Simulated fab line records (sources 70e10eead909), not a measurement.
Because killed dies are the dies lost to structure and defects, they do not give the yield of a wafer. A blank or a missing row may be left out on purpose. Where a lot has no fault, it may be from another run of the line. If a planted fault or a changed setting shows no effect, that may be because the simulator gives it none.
fab line records	flow nand_harc	part 1 of 2: steps 1 to 21 of 33
record lots=5	wafers=15	last_day=21
route steps=1159 shown A_CHANNEL_FILL_D1@495 A_STAIRCASE@519
lots that met no fault: taken from a fault-free run of the same line
start_h: the number of hours between the record's first day and the start of the first shown wafer of the lot	wait_h: hours elapsed since this lot's preceding step	" as in the row above	L1.1+2: several wafers, shown together as one row	- no value, or no start given	* or withheld: withheld	< > ~ a bound
route shown NAME@n: names a module that has steps shown in the file, with the first one's number in the route	usual: the fault-free wafers' mean and standard deviation	same: alike in all rows	chamber/n: place in a boat	sites: per-site readings	_std_site: their standard deviation	_edge_site: mean of outer sites minus mean of inner sites	radius_mm: for every site, how far away it sits from the centre of the wafer	mask NAME#n: copy n	behind: tool/chamber where the wafer was last shaped	hold: reason for holding the lot/hours on hold/outcome of the hold	device: transistor that didn't switch, given as n, p or np	end of line: tests of these same wafers at the route's end	a step without rows: its recipe alone	killed: dies that structure and defects cost at the first sort, which is not the same as the wafer's yield	map: the dies of a wafer, with x for killed, . for not killed, _ for no die there
set.NAME: the setting the step ran with; set.NAME@STEP: the setting that earlier step ran with	model.NAME: the simulator's own value behind a step, which no gauge read
a table for each step, a row for each wafer; lots at some steps of the route
services: the hour from which a tool's chamber was out of use, counted from the record's first day as start_h (under 0 if before that day), plus the number of hours and why
## steps
# step NHARC_A_CHANNEL_FILL_D1_ALD_15
# recipe target_thk_a=20	pulse_time_s=60	ald_cycles=19	temp_c=630	pressure_torr=2	material=SiNx
# usual precursor_pulse_height_rel=1.001/0.019
# same ald_cycles=19
lot.wafer	tool	chamber	start_h	wait_h	precursor_pulse_height_rel
L074.1	ald_sin_batch-02	0	-	-	1.034
L074.2	"	0	"	"	1.012
L074.5	"	0	"	"	1.003
L078.1	ald_sin_batch-02	0	-	-	0.994
L078.3	"	0	"	"	1.005
L078.6	"	0	"	"	1.010
L079.2	ald_sin_batch-02	0	-	-	1.024
L079.3	"	0	"	"	1.011
L079.4	"	0	"	"	1.003
L082.2	ald_sin_batch-02	0	-	-	0.990
L082.4	"	0	"	"	1.008
L082.5	"	0	"	"	1.014
L083.1	ald_sin_batch-01	0	-	-	0.967
L083.3	"	0	"	"	0.995
L083.5	"	0	"	"	0.978
# step NHARC_A_CHANNEL_FILL_D1_ALD_16
# recipe target_thk_a=15	pulse_time_s=10	ald_cycles=15	temp_c=300	material=SiO2
# usual heater_power_w=469/39	precursor_pulse_height_rel=1.003/0.021
# same ald_cycles=15
lot.wafer	tool	chamber	start_h	wait_h	heater_power_w	precursor_pulse_height_rel
L074.1	ald_hk-03	3	205.08	0.1	416	1.026
L074.2	"	0	"	"	427	1.007
L074.5	"	1	"	"	432	1.038
L079.3	ald_hk-03	3	214.59	0.0	412	1.004
L079.2	"	0	"	"	432	1.016
L079.4	"	2	"	"	480	1.055
L078.3	ald_hk-04	0	214.60	0.0	440	0.994
L078.1	"	1	"	"	535	1.012
L078.6	"	1	"	"	527	1.025
L082.2	ald_hk-04	3	248.04	0.1	475	1.047
L082.4	"	0	"	"	428	0.994
L082.5	"	1	"	"	528	0.985
L083.3	ald_hk-02	0	253.18	0.1	446	0.963
L083.1	"	1	"	"	479	0.979
L083.5	"	3	"	"	501	1.012
# step NHARC_A_CHANNEL_FILL_D1_ANNEAL_17
# recipe temp_c=850	time_s=1800
# usual spike_tc_bottom_C=865/3.7	spike_tc_centre_C=850.9/1.3	tube_center_temp_C=850/0.082
lot.wafer	tool	chamber	start_h	wait_h	spike_tc_bottom_C	spike_tc_centre_C	tube_center_temp_C
L074.1	furnace-02	0	208.19	-	862	851.0	850
L074.2	"	0	"	"	862	849.9	850.01
L074.5	"	0	"	"	863	850.3	850.1
L078.1	furnace-08	0	217.75	-	868	852.0	849.83
L078.3	"	0	"	"	869	851.3	849.97
L078.6	"	0	"	"	868	851.1	849.96
L079.2	furnace-08	0	217.75	-	870	852.3	849.97
L079.3	"	0	"	"	870	851.9	849.98
L079.4	"	0	"	"	870	853.4	850.18
L082.2	furnace-08	0	251.16	-	868	852.7	849.87
L082.4	"	0	"	"	868	851.3	849.96
L082.5	"	0	"	"	869	852.2	850.05
L083.1	furnace-02	0	256.28	-	862	849.9	849.96
L083.3	"	0	"	"	862	851.3	850.07
L083.5	"	0	"	"	861	852.3	849.95
# step NHARC_A_CHANNEL_FILL_D1_CVD_18
# recipe target_thk_a=30	temp_c=550	material=poly-Si
# usual spike_tc_bottom_C=570/3.2	spike_tc_centre_C=550.1/1.2	tube_center_temp_C=550/0.048
lot.wafer	tool	chamber	start_h	wait_h	spike_tc_bottom_C	spike_tc_centre_C	tube_center_temp_C
L074.1	lpcvd_poly-03	0	214.72	-	567	550.0	549.96
L074.2	"	0	"	"	564	549.6	550.03
L074.5	"	0	"	"	567	547.0	549.97
L078.1	lpcvd_poly-02	0	224.28	-	571	550.5	549.99
L078.3	"	0	"	"	572	551.3	549.98
L078.6	"	0	"	"	570	549.8	550.03
L079.2	lpcvd_poly-02	0	224.28	-	569	551.8	549.98
L079.3	"	0	"	"	570	550.0	549.92
L079.4	"	0	"	"	570	551.0	550.02
L082.2	lpcvd_poly-02	0	257.75	-	571	550.4	550.08
L082.4	"	0	"	"	573	549.1	549.93
L082.5	"	0	"	"	569	551.3	550.04
L083.1	lpcvd_poly-02	0	262.87	-	570	549.3	550.03
L083.3	"	0	"	"	571	550.3	549.95
L083.5	"	0	"	"	571	548.0	550.03
# step NHARC_A_CHANNEL_FILL_D1_ETCHBACK_19
# recipe target_depth_a=50	time_s=1.7	hbr_flow_sccm=150	cl2_flow_sccm=50	rf_w=400	icp_w=400	bias_w=100	chemistry=HBr/Cl2
# usual drypump_motor_current_A=5.5/0.63	mfc_cl2_sccm=49.98/0.15	oes_product_au=0.994/0.015	throttle_valve_pct=26.406/0.0095
lot.wafer	tool	chamber	start_h	wait_h	drypump_motor_current_A	mfc_cl2_sccm	oes_product_au	rf_hours_counter_h	throttle_valve_pct
L074.1	rie_si-05	2	216.79	0.4	5.5	49.61	0.987	1.3	26.423
L074.2	"	3	"	"	4.9	50.12	0.982	1.5	26.419
L074.5	"	3	"	"	4.9	50.20	0.980	-	26.408
L078.3	rie_si-05	2	226.31	0.4	5.5	49.96	0.998	1.5	26.407
L078.1	"	0	"	"	6.6	50.00	0.983	1.5	26.386
L078.6	"	2	"	"	5.5	50.31	0.976	-	26.402
L079.4	rie_si-01	2	226.31	0.4	6.4	50.14	1.000	0.8	26.404
L079.2	"	3	"	"	5.2	49.97	1.011	0.8	26.416
L079.3	"	0	"	"	5.0	49.93	1.008	0.8	26.420
L082.4	rie_si-02	3	259.81	0.4	6.6	49.90	0.980	0.4	26.399
L082.2	"	2	"	"	5.0	50.11	1.005	0.4	26.409
L082.5	"	3	"	"	6.6	49.84	0.981	-	26.415
L083.1	rie_si-05	2	264.94	0.4	5.4	49.99	0.992	0.2	26.405
L083.3	"	3	"	"	4.9	49.81	0.954	0.1	26.406
L083.5	"	2	"	"	5.4	49.92	0.995	-	26.399
# step NHARC_A_CHANNEL_FILL_D1_ETCHBACK_20
# recipe target_depth_a=270	time_s=13.5	c4f8_flow_sccm=withheld	o2_flow_sccm=8	ar_flow_sccm=withheld	rf_w=600	bias_w=1500	chemistry=C4F8/O2/Ar
# usual oes_product_au=0.96/0.038	rf_vpp_V=979/6.9
lot.wafer	tool	chamber	start_h	wait_h	oes_product_au	rf_hours_counter_h	rf_vpp_V
L074.1	rie_diel-12	0	216.93	-	0.99	0	982
L074.2	"	1	"	"	1.02	0	974
L074.5	"	3	"	"	1.00	-	988
L079.4	rie_diel-12	1	226.43	-	1.01	0	974
L079.3	"	2	"	"	1.01	0	976
L079.2	"	3	"	"	1.00	0	990
L078.1	rie_diel-10	0	226.44	-	1.01	2	970
L078.3	"	2	"	"	0.97	2	976
L078.6	"	3	"	"	0.99	-	984
L082.2	rie_diel-10	0	259.93	-	0.93	3	970
L082.4	"	1	"	"	0.92	1	986
L082.5	"	1	"	"	0.91	-	985
L083.1	rie_diel-10	2	265.05	-	0.97	3	974
L083.3	"	0	"	"	0.98	3	971
L083.5	"	2	"	"	0.95	-	976
# step NHARC_A_CHANNEL_FILL_D1_STRIP_28
# recipe time_s=20	o2_flow_sccm=500	ar_flow_sccm=0	bias_w=0	chemistry=O2
# usual drypump_motor_current_A=5.7/0.44	o2_flow_sccm=500.0/1.6	oes_product_au=0.998/0.011	rf_vpp_V=57.7/0.86	showerhead_plenum_p_Torr=3.55/0.17	throttle_valve_pct=17.036/0.0093
lot.wafer	tool	chamber	start_h	wait_h	drypump_motor_current_A	o2_flow_sccm	oes_product_au	rf_hours_counter_h	rf_vpp_V	showerhead_plenum_p_Torr	throttle_valve_pct
L074.1	rie_diel-12	3	217.01	0.1	5.6	499.7	0.984	0	58.7	3.78	17.039
L074.2	"	1	"	"	5.2	499.4	1.022	0	57.3	3.44	17.040
L074.5	"	2	"	"	6.4	499.5	1.013	-	58.5	3.46	17.030
L079.2	rie_diel-12	2	226.53	0.1	6.5	499.7	1.003	0	56.7	3.46	17.023
L079.3	"	3	"	"	5.6	498.2	0.988	0	57.4	3.78	17.035
L079.4	"	0	"	"	5.0	498.5	0.996	0	58.0	3.64	17.017
L078.3	rie_diel-10	1	226.53	0.1	6.2	498.6	0.993	0	57.9	3.74	17.022
L078.1	"	2	"	"	5.7	499.7	0.983	2	55.8	3.45	17.025
L078.6	"	1	"	"	6.2	498.3	0.994	-	59.9	3.73	17.026
L082.4	rie_diel-10	0	260.03	0.1	6.0	501.3	1.007	3	56.1	3.32	17.042
L082.2	"	3	"	"	5.6	500.7	0.997	3	57.4	3.69	17.044
L082.5	"	1	"	"	6.2	498.8	0.995	-	57.7	3.73	17.040
L083.1	rie_diel-10	2	265.15	0.1	5.6	502.7	0.986	3	57.8	3.44	17.019
L083.3	"	3	"	"	5.6	497.3	0.997	3	58.0	3.69	17.039
L083.5	"	1	"	"	6.2	501.3	0.996	-	57.3	3.73	17.046
# step NHARC_A_CHANNEL_FILL_D1_PRECLEAN_21
# recipe time_s=30	chemistry=dHF
lot.wafer	tool	chamber	start_h	wait_h
L074.2+1+5	wet_bench-04	3,6,0	217.10	-
L079.4+2+3	wet_bench-04	6,0,2	226.63	-
L078.3+6+1	wet_bench-02	6,7,0	226.64	-
L082.4+5+2	wet_bench-06	5,6,7	260.13	-
L083.1+5+3	wet_bench-02	2,6,7	265.24	-
# step NHARC_A_CHANNEL_FILL_D1_SRD_23
lot.wafer	tool	chamber	start_h	wait_h
L074.2+1+5	wet_bench-04	3,6,0	217.13	0.0
L079.4+2+3	wet_bench-04	6,0,2	-	-
L078.3+6+1	wet_bench-02	6,7,0	226.66	0.0
L082.4+5+2	wet_bench-06	5,6,7	260.15	0.0
L083.1+5+3	wet_bench-02	2,6,7	265.27	0.0
# step NHARC_A_CHANNEL_FILL_D1_CVD_05
# recipe target_thk_a=50	temp_c=550	material=poly-Si
# usual spike_tc_bottom_C=570.9/3	spike_tc_centre_C=550.4/1.3	tube_center_temp_C=550/0.047
lot.wafer	tool	chamber	start_h	wait_h	spike_tc_bottom_C	spike_tc_centre_C	tube_center_temp_C
L074.1	lpcvd_poly-04	0	219.38	2.3	573.6	552.7	550.07
L074.2	"	0	"	"	572.7	551.0	550.01
L074.5	"	0	"	"	575.3	551.4	549.98
L078.1	lpcvd_poly-04	0	228.90	2.2	573.7	552.6	549.99
L078.3	"	0	"	"	575.6	551.4	550.02
L078.6	"	0	"	"	573.8	551.4	549.94
L079.2	lpcvd_poly-04	0	228.90	2.3	574.1	551.7	549.95
L079.3	"	0	"	"	572.4	552.3	550.03
L079.4	"	0	"	"	573.4	552.1	550.03
L082.2	lpcvd_poly-04	0	262.41	2.3	572.9	551.6	549.95
L082.4	"	0	"	"	573.0	551.5	550.07
L082.5	"	0	"	"	574.1	549.2	550.03
L083.1	lpcvd_poly-02	0	267.70	2.4	570.8	548.5	550.11
L083.3	"	0	"	"	570.1	549.3	549.96
L083.5	"	0	"	"	571.5	550.3	549.99
# step NHARC_A_CHANNEL_FILL_D1_ANNEAL_22
# recipe temp_c=620	time_s=7200
# usual spike_tc_bottom_C=639/3.7	spike_tc_centre_C=621.2/1.2	tube_center_temp_C=620/0.049
lot.wafer	tool	chamber	start_h	wait_h	spike_tc_bottom_C	spike_tc_centre_C	tube_center_temp_C
L074.1	furnace-08	0	221.59	0.4	642	620.8	620.03
L074.2	"	0	"	"	640	620.3	619.9
L074.5	"	0	"	"	641	622.2	619.96
L078.1	furnace-08	0	234.02	3.3	641	620.7	620
L078.3	"	0	"	"	643	623.0	619.95
L078.6	"	0	"	"	641	624.0	619.96
L079.2	furnace-08	0	234.02	3.3	641	620.3	620.04
L079.3	"	0	"	"	640	623.4	620.13
L079.4	"	0	"	"	640	621.9	619.93
L082.2	furnace-02	0	267.50	3.3	632	620.3	619.93
L082.4	"	0	"	"	634	619.8	620.01
L082.5	"	0	"	"	633	620.6	620.04
L083.1	furnace-08	0	272.80	3.3	641	621.6	619.88
L083.3	"	0	"	"	643	622.8	619.98
L083.5	"	0	"	"	640	622.4	620.02
# step NHARC_A_CHANNEL_FILL_D1_ALD_25
# recipe target_thk_a=600	pulse_time_s=10	ald_cycles=600	temp_c=300	material=SiOx
# usual heater_power_w=466/37	precursor_pulse_height_rel=1.001/0.021
# same ald_cycles=600
lot.wafer	tool	chamber	start_h	wait_h	heater_power_w	precursor_pulse_height_rel
L074.2	ald_hk-02	1	226.32	0.7	490	1.013
L074.1	"	3	227.55	1.9	505	1.023
L074.5	"	1	228.77	3.1	491	0.997
L078.3	ald_hk-03	3	238.69	0.7	403	1.005
L078.1	"	1	239.91	1.9	444	0.967
L078.6	"	2	"	"	475	1.016
L079.2	ald_hk-04	2	239.03	1.0	542	1.002
L079.4	"	3	"	"	477	1.004
L079.3	"	1	240.89	2.9	536	1.031
L082.2	ald_hk-03	3	271.56	0.1	401	1.038
L082.4	"	0	"	"	439	1.006
L082.5	"	3	274.02	2.5	404	1.034
L083.1	ald_hk-02	2	277.47	0.7	447	0.993
L083.3	"	0	278.70	1.9	441	1.005
L083.5	"	2	279.94	3.1	434	1.003
# step NHARC_A_CHANNEL_FILL_D1_ETCHBACK_08
# recipe target_depth_a=2200	time_s=110	c4f8_flow_sccm=20	ar_flow_sccm=withheld	rf_w=600	bias_w=300	chemistry=C4F8
# usual oes_product_au=0.95/0.035	rf_vpp_V=441/3.2
lot.wafer	tool	chamber	start_h	wait_h	oes_product_au	rf_hours_counter_h	rf_vpp_V
L074.2	rie_diel-10	0	-	-	1.00	2	437
L074.1	"	2	"	"	0.99	2	438
L074.5	"	1	"	"	0.99	-	443
L078.1	rie_diel-10	0	-	-	0.92	2	438
L078.3	"	2	"	"	0.90	2	439
L078.6	"	0	"	"	0.93	-	437
L079.4	rie_diel-12	2	-	-	0.93	1	441
L079.3	"	3	"	"	0.91	1	447
L079.2	"	1	"	"	0.93	1	440
L082.2	rie_diel-10	1	-	-	0.92	2	444
L082.4	"	2	"	"	0.91	3	439
L082.5	"	1	"	"	0.91	-	445
L083.1	rie_diel-10	2	-	-	0.92	4	439
L083.3	"	3	"	"	0.93	3	442
L083.5	"	1	"	"	0.92	-	445
# step NHARC_A_CHANNEL_FILL_D1_STRIP_29
# recipe time_s=20	o2_flow_sccm=500	ar_flow_sccm=0	bias_w=0	chemistry=O2
# usual drypump_motor_current_A=5.7/0.47	o2_flow_sccm=500.0/1.3	oes_product_au=0.997/0.011	rf_vpp_V=57.9/0.82	showerhead_plenum_p_Torr=3.55/0.17	throttle_valve_pct=17.035/0.0094
lot.wafer	tool	chamber	start_h	wait_h	drypump_motor_current_A	o2_flow_sccm	oes_product_au	rf_hours_counter_h	rf_vpp_V	showerhead_plenum_p_Torr	throttle_valve_pct
L074.2	rie_diel-10	1	-	-	6.2	499.4	0.983	1	57.6	3.73	17.025
L074.1	"	3	"	"	5.6	501.2	0.993	2	57.8	3.69	17.037
L074.5	"	2	"	"	5.7	499.0	0.985	-	57.2	3.44	17.043
L078.3	rie_diel-10	3	-	-	5.6	498.5	1.006	2	56.9	3.69	17.036
L078.1	"	0	"	"	6.0	501.3	1.009	3	57.0	3.32	17.043
L078.6	"	0	"	"	6.0	500.1	1.004	-	57.4	3.32	17.028
L079.2	rie_diel-12	1	-	-	5.2	500.6	1.009	1	56.3	3.44	17.038
L079.3	"	2	"	"	6.4	499.1	1.011	1	58.0	3.46	17.061
L079.4	"	3	"	"	5.6	501.5	0.993	1	58.2	3.78	17.022
L082.4	rie_diel-10	2	-	-	5.6	501.4	0.994	3	57.7	3.44	17.021
L082.2	"	1	"	"	6.2	497.9	0.983	2	59.0	3.73	17.032
L082.5	"	2	"	"	5.6	500.9	0.992	-	58.5	3.44	17.051
L083.3	rie_diel-10	3	-	-	5.5	498.5	0.993	3	57.4	3.69	17.036
L083.1	"	0	"	"	6.0	499.4	0.995	4	56.8	3.32	17.021
L083.5	"	0	"	"	6.0	500.6	1.000	-	57.6	3.32	17.024
# step NHARC_A_CHANNEL_FILL_D1_PRECLEAN_30
# recipe time_s=30	chemistry=dHF
lot.wafer	tool	chamber	start_h	wait_h
L074.2+5+1	wet_bench-04	2,3,4	231.50	-
L078.6+1+3	wet_bench-04	4,7,0	243.84	-
L079.2+4+3	wet_bench-04	4,6,0	244.86	-
L082.4+5+2	wet_bench-02	4,5,7	277.38	-
L083.5+3+1	wet_bench-06	7,2,3	282.67	-
# step NHARC_A_CHANNEL_FILL_D1_SRD_31
lot.wafer	tool	chamber	start_h	wait_h
L074.2+5+1	wet_bench-04	2,3,4	231.52	0.0
L078.6+1+3	wet_bench-04	4,7,0	-	-
L079.2+4+3	wet_bench-04	4,6,0	244.88	0.0
L082.4+5+2	wet_bench-02	4,5,7	277.40	0.0
L083.5+3+1	wet_bench-06	7,2,3	282.69	0.0
# step NHARC_A_CHANNEL_FILL_D1_CVD_09
# recipe target_thk_a=1500	temp_c=620	pressure_mtorr=200	time_s=3000	material=poly-Si
# usual spike_tc_bottom_C=639/3.4	spike_tc_centre_C=620.3/1.5	tube_center_temp_C=620.01/0.058
lot.wafer	tool	chamber	start_h	wait_h	spike_tc_bottom_C	spike_tc_centre_C	tube_center_temp_C
L074.1	lpcvd_poly-04	0	233.78	-	642	621.4	619.98
L074.2	"	0	"	"	643	621.0	619.95
L074.5	"	0	"	"	642	623.1	619.95
L078.1	lpcvd_poly-04	0	246.12	2.2	641	620.0	620.01
L078.3	"	0	"	"	641	621.7	619.91
L078.6	"	0	"	"	643	622.2	619.96
L079.2	lpcvd_poly-04	0	246.12	1.2	643	622.1	619.97
L079.3	"	0	"	"	641	623.1	620
L079.4	"	0	"	"	641	620.9	619.93
L082.2	lpcvd_poly-04	0	279.62	2.2	640	619.8	620.02
L082.4	"	0	"	"	644	621.7	619.96
L082.5	"	0	"	"	644	622.0	619.95
L083.1	lpcvd_poly-04	0	284.92	2.2	641	621.1	620.08
L083.3	"	0	"	"	644	621.8	620
L083.5	"	0	"	"	642	619.5	619.95
# step NHARC_A_CHANNEL_FILL_D1_CMP_10
# recipe target_thk_nm=150
# usual motor_current_A=12.3/1.2	time_to_endpoint_s=14.2/2.5
lot.wafer	tool	chamber	start_h	wait_h	motor_current_A	time_to_endpoint_s
L074.1	cmp-04	3	236.94	0.4	13.2	9.9
L074.2	"	2	"	"	9.5	12.5
L074.5	"	0	"	"	12.1	13.6
L079.3	cmp-04	0	249.32	0.4	12.0	15.0
L079.2	"	1	"	"	13.6	19.9
L079.4	"	2	"	"	9.3	12.4
L078.1	cmp-03	3	249.35	0.4	12.3	12.1
L078.3	"	0	"	"	14.3	14.9
L078.6	"	3	"	"	13.4	13.7
L082.2	cmp-04	3	282.77	0.4	13.0	13.4
L082.4	"	2	"	"	9.7	13.6
L082.5	"	3	"	"	13.3	13.1
L083.3	cmp-04	0	288.10	0.4	12.3	15.3
L083.1	"	2	"	"	9.4	12.7
L083.5	"	0	"	"	12.4	12.7
# step NHARC_A_CHANNEL_FILL_D1_SRD_12
lot.wafer	tool	chamber	start_h	wait_h
L074.2+5+1	wet_bench-04	4,6,7	237.25	0.0
L079.3+2+4	wet_bench-02	6,7,1	249.63	0.0
L078.1+3+6	wet_bench-06	7,0,1	249.63	0.1
L082.4+5+2	wet_bench-04	1,2,6	283.07	0.0
L083.3+1+5	wet_bench-04	7,1,3	288.37	0.0
# step NHARC_A_CHANNEL_FILL_D1_RTA_24
# recipe temp_c=1000	time_s=5
# usual lamp_power_pct=28/3.3	lamp_zone_2_pct=28/3.3	lamp_zone_7_pct=29/3.4	wafer_temp_C_max=1003.8/1.2
lot.wafer	tool	chamber	start_h	wait_h	lamp_power_pct	lamp_zone_2_pct	lamp_zone_7_pct	wafer_temp_C_max
L074.1	rtp_anneal-02	0	237.53	0.2	31	31	32	1002.6
L074.2	"	0	"	"	31	31	32	1003.3
L074.5	"	0	"	"	31	31	32	1002.0
L078.1	rtp_anneal-01	0	249.74	0.0	25	25	25	1004.9
L078.3	"	0	"	"	25	25	25	1004.1
L078.6	"	0	"	"	24	25	25	1003.5
L079.2	rtp_anneal-02	0	249.77	0.1	31	31	32	1003.2
L079.3	"	0	"	"	31	31	32	1003.4
L079.4	"	0	"	"	31	31	32	1002.9
L082.2	rtp_anneal-02	0	283.22	0.1	31	31	32	1003.7
L082.4	"	0	"	"	31	31	32	1002.7
L082.5	"	0	"	"	31	31	32	1002.9
L083.1	rtp_anneal-01	0	288.49	0.0	25	25	25	1004.3
L083.3	"	0	"	"	25	25	25	1006.0
L083.5	"	0	"	"	25	25	25	1004.0
# step NHARC_A_CHANNEL_FILL_D1_INSPECT_13
# usual raw_defect_count=283/120
lot.wafer	tool	chamber	start_h	wait_h	raw_defect_count
L074.1	defect_inspect-01	-	237.73	0.2	221
L074.2	"	-	"	"	374
L074.5	"	-	"	"	132
L078.1	defect_inspect-02	-	249.93	0.2	247
L078.3	"	-	"	"	206
L078.6	"	-	"	"	322
L079.2	defect_inspect-01	-	249.94	0.1	129
L079.3	"	-	"	"	149
L079.4	"	-	"	"	285
L082.2	defect_inspect-01	-	283.39	0.1	318
L082.4	"	-	"	"	377
L082.5	"	-	"	"	357
L083.1	defect_inspect-01	-	288.69	0.2	258
L083.3	"	-	"	"	168
L083.5	"	-	"	"	242
